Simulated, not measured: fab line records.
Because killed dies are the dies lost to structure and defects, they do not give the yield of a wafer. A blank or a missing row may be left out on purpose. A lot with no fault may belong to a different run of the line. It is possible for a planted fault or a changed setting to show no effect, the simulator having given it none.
Struck lot and sound lot, side by side / flow nand_harc / 14 out of 1302 route steps
Sound: wafers L904.1, L904.2, L904.4. Wafers struck: L924.2, L924.3, L924.6. The cause comes at the end.
Each step with rows lists, per side, the tool, then ch with its chambers, then its first start. Under that, the readings that differ: sound wafers / struck wafers / difference of the means / sigmas: that difference in standard deviations of wafers without a fault.
alike: readings with means less than 2 such deviations apart, plus words and numbers identical on both sides. not compared: withheld readings, readings lacking a value on some wafer, bounds such as >300 that could conceal the same value, and numbers that have no deviation in the record and whose values overlap.
A row with sigmas, a row that says differs or no value, or rows on one side alone: a step with any of these is where the two part. Numbers that have no deviation but don't overlap get no sigmas and don't part them. A reading that every wafer of one side lacks parts them only if that side has two wafers or more.

first, 1 step without rows for these wafers: NHARC_A_STAIRCASE_ETCH_223 (etches the open film in C4F8/O2, target depth 100 nm, time 40.5 s).
NHARC_A_STAIRCASE_TRIM_224: chemistry O2, time 211.2 s.
  sound: rie_diel-05 ch 0,1,3; struck: rie_diel-05 ch 1,3
  alike: chamber_pressure_mTorr, drypump_motor_current_A, oes_product_au, rf_vpp_V, showerhead_plenum_p_Torr, throttle_valve_pct
  not compared: rf_hours_counter_h
then, 1 step without rows for these wafers: NHARC_A_STAIRCASE_ETCH_225 (etches the open film in C4F8/O2, target depth 100 nm, time 40.5 s).
NHARC_A_STAIRCASE_TRIM_226: chemistry O2, time 211.2 s.
  sound: rie_diel-05 ch 1,2,3; struck: rie_diel-05 ch 0,1,3
  alike: chamber_pressure_mTorr, drypump_motor_current_A, oes_product_au, rf_vpp_V, showerhead_plenum_p_Torr, throttle_valve_pct
  not compared: rf_hours_counter_h
NHARC_A_STAIRCASE_ETCH_227: etches the open film in C4F8/O2, target depth 100 nm, time 40.5 s.
  sound: rie_diel-05 ch 1,2,3; struck: rie_diel-05 ch 1,2,3
reading=oes_product_au (a.u.); sound=0.960 0.954 0.951; struck=0.934 0.930 0.929; difference=-0.024; sigmas=-2
  alike: rf_vpp_V
  not compared: rf_hours_counter_h
NHARC_A_STAIRCASE_TRIM_229: chemistry O2, time 211.2 s.
  sound on rie_diel-05 ch 0,1,3, day 16 05:41; struck on rie_diel-01 ch 0,2,3, day 24 15:00
reading=oes_product_au (a.u.); sound=1.011 1.019 1.016; struck=0.994 0.994 0.990; difference=-0.023; sigmas=-2
  alike: chamber_pressure_mTorr, drypump_motor_current_A, rf_vpp_V, showerhead_plenum_p_Torr, throttle_valve_pct
  not compared: rf_hours_counter_h
then, 1 step without rows for these wafers: NHARC_A_STAIRCASE_ETCH_230 (etches the open film in C4F8/O2, target depth 100 nm, time 40.5 s).
NHARC_A_STAIRCASE_TRIM_231: chemistry O2, time 211.2 s.
  sound: rie_diel-05 ch 0,2,3; struck: rie_diel-01 ch 0,2
  alike: chamber_pressure_mTorr, drypump_motor_current_A, oes_product_au, rf_vpp_V, showerhead_plenum_p_Torr, throttle_valve_pct
  not compared: rf_hours_counter_h
then, 3 steps without rows for these wafers: NHARC_A_STAIRCASE_ETCH_232 (etches the open film in C4F8/O2, target depth 100 nm, time 40.5 s); NHARC_A_STAIRCASE_TRIM_233 (chemistry O2, time 211.2 s); NHARC_A_STAIRCASE_ETCH_234 (etches the open film in C4F8/O2, target depth 100 nm, time 40.5 s).
NHARC_A_STAIRCASE_TRIM_235: chemistry O2, time 211.2 s.
  sound on rie_diel-05 ch 0,1,3, day 16 06:26; struck on rie_diel-01 ch 2,3, day 24 15:45
  no value came back on the struck wafers for any of 9 readings (bias_w (W), chamber_pressure_mTorr (mTorr) and others); on the sound wafers bias_w (W) reads 0 0 0
then, 1 step without rows for these wafers: NHARC_A_STAIRCASE_ETCH_236 (etches the open film in C4F8/O2, target depth 100 nm, time 40.5 s).
-- record jumps: 9 days between struck wafers' starts before vs after; left off in module A_STAIRCASE, resumes in module END, first step shown is number 1302 of the route --
NHARC_END_SORT_01:
  at this point the record logs the struck wafers (prober-02 ch 0, day 33 07:12) and has no rows for the sound ones

WHERE THEY PART
Last at NHARC_END_SORT_01 as far as this record goes, first at NHARC_A_STAIRCASE_ETCH_227.

WHY: what the simulator had put in
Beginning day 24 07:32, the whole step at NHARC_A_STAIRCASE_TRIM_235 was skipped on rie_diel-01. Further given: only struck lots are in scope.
